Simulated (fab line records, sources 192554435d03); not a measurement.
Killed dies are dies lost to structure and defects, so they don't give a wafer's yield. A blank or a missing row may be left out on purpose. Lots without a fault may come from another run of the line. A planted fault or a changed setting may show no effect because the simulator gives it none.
Chamber matching | flow n5_finfet | N5_BEOL_M11_DEP_56 on pecvd-02: 3 sister chambers
The step deposits SiCN from 3MS/NH3, target thk 30 nm, time 10.5 s. 6 wafers are shown with their chamber, then 9 later ones without.

WAFERS WITH THEIR CHAMBER
wafer  | chamber | throttle_valve_pct (%) | showerhead_plenum_p_Torr (Torr)
L079.3 | 1       | 18.8                   | 4.171
L084.4 | 1       | 18.8                   | 4.153
L084.6 | 2       | 17.0                   | 4.134
L087.3 | 0       | 18.4                   | 4.147
L087.4 | 0       | 18.1                   | 4.147
L087.5 | 2       | 16.8                   | 4.148

WAFERS WITHOUT THEIR CHAMBER
wafer  | throttle_valve_pct (%) | showerhead_plenum_p_Torr (Torr)
L090.2 | 17.9                   | 4.134
L090.5 | 18.1                   | 4.134
L090.6 | 16.7                   | 4.139
L092.1 | 18.1                   | 4.142
L092.3 | 16.9                   | 4.138
L092.4 | 17.9                   | 4.144
L095.2 | 18.9                   | 4.163
L095.3 | 16.7                   | 4.134
L095.5 | 16.7                   | 4.144

WHICH CHAMBER EACH WENT THROUGH
wafer  | from the rows above | in truth
L090.2 | 0                   | 0
L090.5 | 0                   | 0
L090.6 | 2                   | 2
L092.1 | 0                   | 0
L092.3 | 2                   | 2
L092.4 | 0                   | 0
L095.2 | 1                   | 1
L095.3 | 2                   | 2
L095.5 | 2                   | 2
Placed correctly: 9 of 9. Can't be placed from these rows: 0. Placed wrongly: 0.
How it was worked out, from the rows above alone: a wafer's distance from a chamber is the root of the sum, over the readings, of the square of ((its reading less the chamber's mean) divided by the reading's scatter). The wafer belongs to the nearest chamber; if the next one is less than 2 further off, it can't be placed. A chamber's mean is the mean of its shown wafers. The scatter: the root of (the sum of the squares of (reading less its chamber's mean) over the shown wafers, divided by (wafers less chambers)).
